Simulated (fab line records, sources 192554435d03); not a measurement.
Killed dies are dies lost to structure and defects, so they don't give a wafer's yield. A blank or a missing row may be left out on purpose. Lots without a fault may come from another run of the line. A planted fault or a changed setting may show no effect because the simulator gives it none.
Split-lot experiment | flow n5_finfet | 7 lots, 21 wafers read, on a route of 1938 steps

THE SPLIT
At N5_BEOL_M5_EXPOSE_25 (exposes mask V4, defocus 10 nm), the setting dose_mj was moved away from the recipe's 52.75 on 10 of the 21 wafers read, by -2.0% to +7.0%. The other wafers ran this setting at the recipe's value.

FROM THE SPLIT TO THE READING: what the file shows between them, 2 steps
- N5_BEOL_M5_PEB_26: peb time 60 s
- N5_BEOL_M5_DEVELOP_27: develop time 30 s

THE READING
cd_nm, in nm, at N5_BEOL_M5_CD_MEAS_28 (target cd 30.6 nm, target cd y 20 nm). Fault-free wafers of this fab line usually give 30.59 nm, standard deviation 0.27 nm.

wafer  | tool, chamber at the split | dose_mj as run | against the recipe | cd_nm, nm | against lot-mates on the recipe
L083.1 | euv_scanner-02, 0          | 54.64          | +3.6%              | 31.42     | +0.78
L083.3 | euv_scanner-02, 0          | 54.64          | +3.6%              | 31.08     | +0.44
L083.6 | euv_scanner-02, 0          | 52.75          | recipe             | 30.64     | -
L085.1 | euv_scanner-02, 0          | 56.43          | +7.0%              | 32.18     | +1.76
L085.5 | euv_scanner-02, 0          | 52.75          | recipe             | 30.42     | -
L085.6 | euv_scanner-02, 0          | 56.43          | +7.0%              | 32.33     | +1.91
L086.2 | euv_scanner-01, 0          | 52.75          | recipe             | 30.13     | -
L086.4 | euv_scanner-01, 0          | 52.75          | recipe             | 30.47     | -
L086.6 | euv_scanner-01, 0          | 52.75          | recipe             | 30.69     | -
L089.1 | euv_scanner-02, 0          | 52.75          | recipe             | 30.32     | -
L089.3 | euv_scanner-02, 0          | 52.75          | recipe             | 30.61     | -
L089.5 | euv_scanner-02, 0          | 52.75          | recipe             | 30.74     | -
L093.1 | euv_scanner-01, 0          | 53.8           | +2.0%              | 30.81     | +0.17
L093.4 | euv_scanner-01, 0          | 52.75          | recipe             | 30.64     | -
L093.6 | euv_scanner-01, 0          | 53.8           | +2.0%              | 30.55     | -0.09
L079.1 | euv_scanner-02, 0          | 55.92          | +6.0%              | 32.44     | +1.67
L079.2 | euv_scanner-02, 0          | 55.92          | +6.0%              | 31.99     | +1.22
L079.3 | euv_scanner-02, 0          | 52.75          | recipe             | 30.77     | -
L096.1 | euv_scanner-01, 0          | 51.67          | -2.0%              | 30.48     | -0.27
L096.3 | euv_scanner-01, 0          | 51.67          | -2.0%              | 29.97     | -0.78
L096.5 | euv_scanner-01, 0          | 52.75          | recipe             | 30.75     | -

THE FIT
A straight line over all 21 wafers: cd_nm changes by +0.24 nm for each +1% of dose_mj; r = +0.94; the points scatter about the line by 0.25 nm.
The same after taking each lot's own level away (the mean of its wafers on the recipe; 21 wafers): +0.244 nm for each +1%; r = +0.95; scatter 0.24 nm.
On that fit, the largest move of dose_mj shifts the reading by 1.7 nm.
The lots' own levels span 30.420 to 30.770 nm, that is 1.3 times the standard deviation above.
So the lot-to-lot level changes the slope little: the two slopes agree.
Check: with one of the wafers moved furthest among these (+7.0%) left out of the fit, the line predicts +1.61 nm for it against its lot-mates. It came out at +1.76 nm against them.

THE WHOLE CHAIN: every reading that the file lists as answering this split, in the file's order
step                  | what it does                                                        | reading                                                        | change (the file's fit)               | r (the file's)
N5_BEOL_M5_CD_MEAS_28 | target cd 30.6 nm, target cd y 20 nm                                | cd_nm                                                          | +0.234 nm for each +1% of the setting | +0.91
N5_BEOL_M5_ETCH_75    | etches underlayer in N2/H2, target depth 6.5 nm, time 5.2 s         | BEOL_M5.cd_nm (the simulator's own value, which no gauge read) | +0.223 nm for each +1% of the setting | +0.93
N5_BEOL_M5_ETCH_67    | etches SiARC in CF4, target depth 15.6 nm, time 26 s                | BEOL_M5.cd_nm (the simulator's own value, which no gauge read) | +0.226 nm for each +1% of the setting | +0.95
N5_BEOL_M5_ETCH_68    | etches SOC in N2/H2, target depth 80 nm, overetch 16 nm, time 120 s | BEOL_M5.cd_nm (the simulator's own value, which no gauge read) | +0.195 nm for each +1% of the setting | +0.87

THE FILE'S OWN FIT
cd_nm changes by +0.234 nm for each +1% of dose_mj, r = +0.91.
